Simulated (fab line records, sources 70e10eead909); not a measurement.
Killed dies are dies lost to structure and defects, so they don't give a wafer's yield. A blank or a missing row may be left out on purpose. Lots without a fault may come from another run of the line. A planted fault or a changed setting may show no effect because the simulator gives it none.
Which tool did it? | flow nand_harc | 6 lots, 18 wafers sampled, at 1 step of a route of 1302

WHAT THE GAUGES READ, wafer by wafer
NHARC_A_CHANNEL_HOLE_D1_INSPECT_40.
lot  | measured     | on                | raw_defect_count
L309 | day 9 15:38  | defect_inspect-02 | 49 35 65
L311 | day 10 21:37 | defect_inspect-01 | 104 98 113
L320 | day 14 21:42 | defect_inspect-02 | 108 98 115
L324 | day 16 07:53 | defect_inspect-02 | 90 88 109
L326 | day 17 03:11 | defect_inspect-02 | 94 80 72
L329 | day 18 11:11 | defect_inspect-01 | 61 49 67

WHICH TOOL RAN EACH LOT (tool, then ch and the chambers of the sampled wafers, then the start)
The record holds no process step before these readings.

THE ANSWER, worked out from the rows above alone
Rule: what is usual is taken from the lots themselves. Put in order of their means at a reading, lots are off if they are a third of the lots or fewer, leave a main group of 4 or more, and stand apart from it by a gap of 3 or more times the standard deviation of the main group's means; of several such gaps the widest counts. A main group whose means are all the same, to the digits that the tables above print for the reading, isn't used. A lot without any number at a reading at which 4 lots or more have one is off too. The other lots that the step has rows for count as sound.
No lot is off at any reading shown: from this, nothing can be told.

WHAT THE SIMULATOR HAD PUT IN
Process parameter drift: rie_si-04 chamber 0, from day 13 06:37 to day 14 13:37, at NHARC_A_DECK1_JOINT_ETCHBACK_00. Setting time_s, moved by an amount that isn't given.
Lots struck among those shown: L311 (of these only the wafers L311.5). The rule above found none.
